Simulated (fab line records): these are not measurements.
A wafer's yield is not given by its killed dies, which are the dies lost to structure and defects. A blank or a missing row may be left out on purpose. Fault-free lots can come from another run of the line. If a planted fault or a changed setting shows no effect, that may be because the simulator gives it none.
Chamber matching :: flow nand-harc :: ald-hk-02 running NHARC_A_CHANNEL_FILL_D1_ALD_02: 4 sister chambers
The step deposits SiO2, target thk 6 nm, pulse time 10 s, ald cycles 60. 8 wafers are shown with their chamber, then 7 later ones without.

## EACH WAFER AND ITS CHAMBER
wafer: L076.2
chamber: 1
heater-power-w (W): 427
precursor-pulse-height-rel: 1.011

wafer: L075.3
chamber: 0
heater-power-w (W): 473
precursor-pulse-height-rel: 0.995

wafer: L075.5
chamber: 0
heater-power-w (W): 489
precursor-pulse-height-rel: 0.994

wafer: L077.1
chamber: 1
heater-power-w (W): 412
precursor-pulse-height-rel: 0.995

wafer: L077.2
chamber: 2
heater-power-w (W): 497
precursor-pulse-height-rel: 0.997

wafer: L077.4
chamber: 3
heater-power-w (W): 467
precursor-pulse-height-rel: 1.000

wafer: L083.1
chamber: 2
heater-power-w (W): 485
precursor-pulse-height-rel: 0.981

wafer: L083.2
chamber: 3
heater-power-w (W): 470
precursor-pulse-height-rel: 1.009

## WAFERS WHOSE CHAMBER IS MISSING
wafer: L083.5
heater-power-w (W): 465
precursor-pulse-height-rel: 1.011

wafer: L085.3
heater-power-w (W): 439
precursor-pulse-height-rel: 1.016

wafer: L085.4
heater-power-w (W): 488
precursor-pulse-height-rel: 1.019

wafer: L085.5
heater-power-w (W): 496
precursor-pulse-height-rel: 1.030

wafer: L097.1
heater-power-w (W): 519
precursor-pulse-height-rel: 0.999

wafer: L097.2
heater-power-w (W): 465
precursor-pulse-height-rel: 1.013

wafer: L097.5
heater-power-w (W): 473
precursor-pulse-height-rel: 0.949

## WHICH CHAMBER EACH WENT THROUGH
wafer: L083.5
from the rows above: can't be placed: 3 or 0
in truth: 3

wafer: L085.3
from the rows above: can't be placed: 1 or 3
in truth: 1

wafer: L085.4
from the rows above: can't be placed: 3 or 0 or 2
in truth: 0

wafer: L085.5
from the rows above: can't be placed: 3 or 0 or 2
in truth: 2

wafer: L097.1
from the rows above: can't be placed: 2 or 0
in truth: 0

wafer: L097.2
from the rows above: can't be placed: 3 or 0
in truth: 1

wafer: L097.5
from the rows above: can't be placed: 2 or 0 or 3
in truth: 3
0 of 7 placed correctly. From these rows, 7 cannot be placed; in 6 the true chamber is one of the candidates. Number placed wrongly: 0.
How it was worked out, from the rows above alone: a wafer's distance from a chamber is the root of the sum, over the readings, of the square of ((its reading less the chamber's mean) divided by the reading's scatter). If the next closest chamber is less than 2 further off than the closest, the wafer can't be placed; otherwise it belongs to the closest. For every chamber, the mean is computed from those of its wafers that are shown. The scatter: take each reading less its chamber's mean, square it, sum over the shown wafers, divide by the number of wafers less the number of chambers, and take the root.
